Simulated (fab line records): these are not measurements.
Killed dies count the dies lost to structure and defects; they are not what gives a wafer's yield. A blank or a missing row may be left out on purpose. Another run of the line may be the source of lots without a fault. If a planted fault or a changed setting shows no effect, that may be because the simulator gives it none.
Lot-split experiment / flow n5-finfet / 7 lots, 21 wafers read, on a route of 1938 steps

## SPLIT DETAILS
At N5_SD_EPI_P_COAT_03 (resist thk 150 nm), the setting spin-rpm was moved away from the recipe's 1500 rpm on 7 of the 21 wafers read, by -10.1% to +11.2%. The other wafers ran this setting at the recipe's value.

## FROM THE SPLIT TO THE READING: what the file shows between them, 4 steps
- N5_SD_EPI_P_EBR_05
- N5_SD_EPI_P_SOFTBAKE_04: time 60 s
- N5_SD_EPI_P_EXPOSE_06: exposes mask SD P BLK, target cd 240 nm
- N5_SD_EPI_P_PEB_07: peb time 60 s

## THE READING
CAR-ArF-block_of_SD_EPI_P_COAT_03.thk-nm (the simulator's own value, which no gauge read), in nm, at N5_SD_EPI_P_DEVELOP_08 (develop time 30 s). There is no usual value for it anywhere in the file. Across the 14 wafers here that went through the recipe, the average is 148.2 nm and the standard deviation 0.42 nm.

wafer=L074.1; tool, chamber at the split=litho-track-01, 0; spin-rpm as run, rpm=1348; against the recipe=-10.1%; CAR-ArF-block_of_SD_EPI_P_COAT_03.thk-nm, nm=156.6; against lot-mates on the recipe=+8.4
wafer=L074.2; tool, chamber at the split=litho-track-01, 0; spin-rpm as run, rpm=1500; against the recipe=recipe; CAR-ArF-block_of_SD_EPI_P_COAT_03.thk-nm, nm=148.2; against lot-mates on the recipe=-
wafer=L074.5; tool, chamber at the split=litho-track-01, 0; spin-rpm as run, rpm=1348; against the recipe=-10.1%; CAR-ArF-block_of_SD_EPI_P_COAT_03.thk-nm, nm=156.4; against lot-mates on the recipe=+8.2
wafer=L079.1; tool, chamber at the split=litho-track-03, 0; spin-rpm as run, rpm=1500; against the recipe=recipe; CAR-ArF-block_of_SD_EPI_P_COAT_03.thk-nm, nm=148.8; against lot-mates on the recipe=-
wafer=L079.3; tool, chamber at the split=litho-track-03, 0; spin-rpm as run, rpm=1565; against the recipe=+4.3%; CAR-ArF-block_of_SD_EPI_P_COAT_03.thk-nm, nm=145.2; against lot-mates on the recipe=-3.6
wafer=L079.4; tool, chamber at the split=litho-track-03, 0; spin-rpm as run, rpm=1565; against the recipe=+4.3%; CAR-ArF-block_of_SD_EPI_P_COAT_03.thk-nm, nm=145.6; against lot-mates on the recipe=-3.2
wafer=L087.1; tool, chamber at the split=litho-track-01, 0; spin-rpm as run, rpm=1500; against the recipe=recipe; CAR-ArF-block_of_SD_EPI_P_COAT_03.thk-nm, nm=148.6; against lot-mates on the recipe=-
wafer=L087.4; tool, chamber at the split=litho-track-01, 0; spin-rpm as run, rpm=1500; against the recipe=recipe; CAR-ArF-block_of_SD_EPI_P_COAT_03.thk-nm, nm=148.6; against lot-mates on the recipe=-
wafer=L087.6; tool, chamber at the split=litho-track-01, 0; spin-rpm as run, rpm=1500; against the recipe=recipe; CAR-ArF-block_of_SD_EPI_P_COAT_03.thk-nm, nm=148.8; against lot-mates on the recipe=-
wafer=L088.3; tool, chamber at the split=litho-track-03, 0; spin-rpm as run, rpm=1500; against the recipe=recipe; CAR-ArF-block_of_SD_EPI_P_COAT_03.thk-nm, nm=147.8; against lot-mates on the recipe=-
wafer=L088.4; tool, chamber at the split=litho-track-03, 0; spin-rpm as run, rpm=1500; against the recipe=recipe; CAR-ArF-block_of_SD_EPI_P_COAT_03.thk-nm, nm=148; against lot-mates on the recipe=-
wafer=L088.5; tool, chamber at the split=litho-track-03, 0; spin-rpm as run, rpm=1668; against the recipe=+11.2%; CAR-ArF-block_of_SD_EPI_P_COAT_03.thk-nm, nm=140.4; against lot-mates on the recipe=-7.5
wafer=L089.3; tool, chamber at the split=litho-track-04, 0; spin-rpm as run, rpm=1391; against the recipe=-7.3%; CAR-ArF-block_of_SD_EPI_P_COAT_03.thk-nm, nm=154.4; against lot-mates on the recipe=+5.8
wafer=L089.5; tool, chamber at the split=litho-track-04, 0; spin-rpm as run, rpm=1391; against the recipe=-7.3%; CAR-ArF-block_of_SD_EPI_P_COAT_03.thk-nm, nm=154.6; against lot-mates on the recipe=+6.0
wafer=L089.6; tool, chamber at the split=litho-track-04, 0; spin-rpm as run, rpm=1500; against the recipe=recipe; CAR-ArF-block_of_SD_EPI_P_COAT_03.thk-nm, nm=148.6; against lot-mates on the recipe=-
wafer=L094.1; tool, chamber at the split=litho-track-01, 0; spin-rpm as run, rpm=1500; against the recipe=recipe; CAR-ArF-block_of_SD_EPI_P_COAT_03.thk-nm, nm=147.4; against lot-mates on the recipe=-
wafer=L094.2; tool, chamber at the split=litho-track-01, 0; spin-rpm as run, rpm=1500; against the recipe=recipe; CAR-ArF-block_of_SD_EPI_P_COAT_03.thk-nm, nm=148; against lot-mates on the recipe=-
wafer=L094.4; tool, chamber at the split=litho-track-01, 0; spin-rpm as run, rpm=1500; against the recipe=recipe; CAR-ArF-block_of_SD_EPI_P_COAT_03.thk-nm, nm=147.8; against lot-mates on the recipe=-
wafer=L097.1; tool, chamber at the split=litho-track-01, 0; spin-rpm as run, rpm=1500; against the recipe=recipe; CAR-ArF-block_of_SD_EPI_P_COAT_03.thk-nm, nm=148.2; against lot-mates on the recipe=-
wafer=L097.2; tool, chamber at the split=litho-track-01, 0; spin-rpm as run, rpm=1500; against the recipe=recipe; CAR-ArF-block_of_SD_EPI_P_COAT_03.thk-nm, nm=147.8; against lot-mates on the recipe=-
wafer=L097.6; tool, chamber at the split=litho-track-01, 0; spin-rpm as run, rpm=1500; against the recipe=recipe; CAR-ArF-block_of_SD_EPI_P_COAT_03.thk-nm, nm=148; against lot-mates on the recipe=-

FIT RESULTS
A straight line over all 21 wafers: CAR-ArF-block_of_SD_EPI_P_COAT_03.thk-nm changes by -0.778 nm for each +1% of spin-rpm; r = -0.99; the points scatter about the line by 0.49 nm.
The same after taking each lot's own level away (the mean of its wafers on the recipe; 21 wafers): -0.771 nm for each +1%; r = -1.00; scatter 0.33 nm.
According to that fit, moving spin-rpm by its largest amount changes the reading by 8.6 nm.
From 147.73 to 148.80 nm: that is the span of the lots' own levels, equal to 2.6 times the standard deviation above.
So the lot-to-lot level changes the slope little: the two slopes agree.
Check: for one of the wafers moved furthest among these (+11.2%), held out of the fit, the line's prediction against its lot-mates is -9.07 nm. Against them it came out at -7.5 nm.

## OTHER SPLITS APPLIED TO THESE WAFERS
Note: prior to the reading, these wafers also went through further splits. Each is held against what the fit with the lots' levels taken away leaves over:
other split on the same wafers=N5_FIN_SAQP_PECVD_48 time-s; wafers away from the commonest value=8; r with CAR-ArF-block_of_SD_EPI_P_COAT_03.thk-nm (lot level and that fit taken away)=+0.37
other split on the same wafers=N5_FIN_SAQP_HM_DEP_72 time-s; wafers away from the commonest value=7; r with CAR-ArF-block_of_SD_EPI_P_COAT_03.thk-nm (lot level and that fit taken away)=+0.45
other split on the same wafers=N5_SD_EPI_N_PEB_07 peb-time-s; wafers away from the commonest value=5; r with CAR-ArF-block_of_SD_EPI_P_COAT_03.thk-nm (lot level and that fit taken away)=-0.51
other split on the same wafers=N5_SD_EPI_N_DEVELOP_08 develop-time-s; wafers away from the commonest value=8; r with CAR-ArF-block_of_SD_EPI_P_COAT_03.thk-nm (lot level and that fit taken away)=+0.25
other split on the same wafers=N5_SD_EPI_N_EPI_21 temp-c; wafers away from the commonest value=6; r with CAR-ArF-block_of_SD_EPI_P_COAT_03.thk-nm (lot level and that fit taken away)=-0.05

## THE WHOLE CHAIN: every reading that the file lists as answering this split, in the file's order
step=N5_SD_EPI_P_COAT_03; what it does=resist thk 150 nm; reading=CAR-ArF-block_of_SD_EPI_P_COAT_03.thk-nm (the simulator's own value, which no gauge read); change (the file's fit)=-0.755 nm for each +1% of the setting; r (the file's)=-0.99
step=N5_SD_EPI_P_DEVELOP_08; what it does=develop time 30 s; reading=CAR-ArF-block_of_SD_EPI_P_COAT_03.thk-nm (the simulator's own value, which no gauge read); change (the file's fit)=-0.753 nm for each +1% of the setting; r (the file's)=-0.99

## THE FILE'S OWN FIT
CAR-ArF-block_of_SD_EPI_P_COAT_03.thk-nm changes by -0.753 nm for each +1% of spin-rpm, r = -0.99.
